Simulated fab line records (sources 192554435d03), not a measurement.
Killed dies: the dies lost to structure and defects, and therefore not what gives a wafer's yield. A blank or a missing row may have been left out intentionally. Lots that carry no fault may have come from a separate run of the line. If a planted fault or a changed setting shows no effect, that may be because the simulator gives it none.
Struck lot and sound lot, side by side -- flow n5Finfet -- 37 out of 1938 route steps
Sound: wafers L452.2, L452.3, L452.4. Wafers L445.2, L445.3, L445.4 were the ones struck. Last of all comes the cause.
Per side, at each step with rows, come the tool, then ch with its chambers, and then its first start. Under that, the readings that differ: sound wafers -- struck wafers -- difference of the means -- sigmas: that difference in standard deviations of wafers without a fault.
alike: same words and numbers on both sides, and readings whose means sit less than 2 such deviations apart. not compared: any withheld reading, any reading some wafer has no value for, any bound like >300 that may hide the same value, and any number with overlapping values for which the record gives no deviation.
Wherever a step has rows on one side only, a row that says differs or no value, or a row with sigmas, the two part there. When numbers do not overlap yet have no deviation, they are printed without sigmas and do not part them. A reading missing from all wafers of one side parts the sides only when that side holds two or more wafers.

first, 9 steps without rows for these wafers: N5_BEOL_M4_ANNEAL_95 (time 240 s); N5_BEOL_M4_SPUTTER_96 (material Cu, target thk 4.5 nm, time 8.29 s); N5_BEOL_M4_ECD_50 (material Cu, target thk 300 nm); N5_BEOL_M4_ANNEAL_51 (time 90 s); N5_BEOL_M4_CMP_52 (polishes, stops on SiOC, t overpolish 6.8 s, target thk 40 nm); N5_BEOL_M4_PRE_CLEAN_60 (time 15 s); N5_BEOL_M4_CO_CAP_55 (material Co, precursor CCTBA/H2, target thk 2 nm, time 102.1 s); N5_BEOL_M4_PRE_CLEAN_56 (time 15 s); N5_BEOL_M4_DEP_57 (deposits SiCN from 3MS/NH3, target thk 8 nm, time 14 s).
N5_BEOL_M4_RC_MEAS_101:
  sound on prober-02 ch 0, day 13 10:33; struck on prober-01 ch 0, day 11 01:55
  alike: DIBL_N, DIBL_P, IOFF_N, IOFF_P, ION_N, ION_P, SS_N, SS_P, VT_N, VT_P
then, 24 steps without rows for these wafers: N5_BEOL_M5_ILD_DEP_00 (deposits SiCOH lowk from DEMS/porogen, target thk 140.64 nm, time 25.9 s); N5_BEOL_M5_CURE_79 (cures SiCOH lowk, time 240 s); N5_BEOL_M5_PECVD_70 (deposits SiO2 from TEOS/O2, target thk 16 nm, time 18 s); N5_BEOL_M5_HM_DEP_02 (deposits TiN, target thk 20 nm); N5_BEOL_M5_COAT_59 (time 60 s, resist thk 60 nm); N5_BEOL_M5_COAT_60 (time 60 s, resist thk 12 nm); N5_BEOL_M5_COAT_71 (time 60 s, resist thk 5 nm); N5_BEOL_M5_COAT_05 (resist thk 30 nm); N5_BEOL_M5_EBR_07; N5_BEOL_M5_SOFTBAKE_06 (time 60 s); N5_BEOL_M5_EXPOSE_08 (exposes mask M5, target cd 28 nm); N5_BEOL_M5_PEB_09 (peb time 60 s); N5_BEOL_M5_DEVELOP_10 (develop time 30 s); N5_BEOL_M5_DESCUM_16 (chemistry O2, time 7 s); N5_BEOL_M5_ETCH_72 (etches underlayer in N2/H2, target depth 6.5 nm, time 5.2 s); N5_BEOL_M5_ETCH_61 (etches SiARC in CF4, target depth 15.6 nm, time 26 s); N5_BEOL_M5_ETCH_62 (etches SOC in N2/H2, target depth 75 nm, overetch 15 nm, time 112.5 s); N5_BEOL_M5_STRIP_63 (strips in N2/H2); N5_BEOL_M5_STRIP_73 (strips in N2/H2); N5_BEOL_M5_STRIP_64 (strips in CF4); N5_BEOL_M5_HM_OPEN_17 (chemistry Cl2/BCl3, target TiN, target depth 20 nm, overetch 6 nm); N5_BEOL_M5_STRIP_19 (strips in O2); N5_BEOL_M5_COAT_65 (time 60 s, resist thk 60 nm); N5_BEOL_M5_COAT_66 (time 60 s, resist thk 12 nm).
-- a jump in the record: the struck wafers' starts before and after are 4 days apart (it breaks off in module BEOL_M5 and resumes in module PASSIVATION, where the first step shown is number 1936 of the route) --
N5_PASSIVATION_VIA_ETCH_13: etches SiO2 in CHF3/O2, target depth 660 nm, time 330 s.
  sound on rieDiel-04 ch 0,1,3, day 17 02:08; struck on rieDiel-06 ch 0,1,2, day 15 07:09
  no value came back on the struck wafers for any of 9 readings (CHF3_flow_sccm (sccm), O2_flow_sccm (sccm) and others); on the sound wafers CHF3_flow_sccm (sccm) reads 49.99 50.22 49.96
reading,sound,struck,difference,sigmas
model.TV_OPEN.cdOffsetNm (nm),2.8 1 2.8,-0.8 -0.2 0.2,-2.5,
  not compared: model.coat_of_PASSIVATION_COAT_04.thkNm
N5_PASSIVATION_ETCH_15: etches SiCN in CF4/N2, target depth 75 nm, time 81.2 s.
  sound: rieDiel-04 ch 0,1,3; struck: rieDiel-06 ch 0,1,2
reading,sound,struck,difference,sigmas
oesProductAu (a.u.),0.90 0.85 0.69,0.31 0.31 0.26,-0.52,-7
model.TV_OPEN.cdOffsetNm (nm),2.8 1 2.8,-0.8 -0.2 0.2,-2.5,
  alike: biasW, cf4FlowSccm, drypumpMotorCurrentA, n2FlowSccm, rfVppV, showerheadPlenumPTorr, throttleValvePct
  not compared: rfHoursCounterH
N5_PASSIVATION_PROBE_49:
  only the struck wafers here have rows in the record (prober-02, day 15 13:58); the sound ones have none

## WHERE THEY PART
At N5_PASSIVATION_VIA_ETCH_13 first; at N5_PASSIVATION_PROBE_49 last (within this record only).

WHY: whatever the simulator had introduced
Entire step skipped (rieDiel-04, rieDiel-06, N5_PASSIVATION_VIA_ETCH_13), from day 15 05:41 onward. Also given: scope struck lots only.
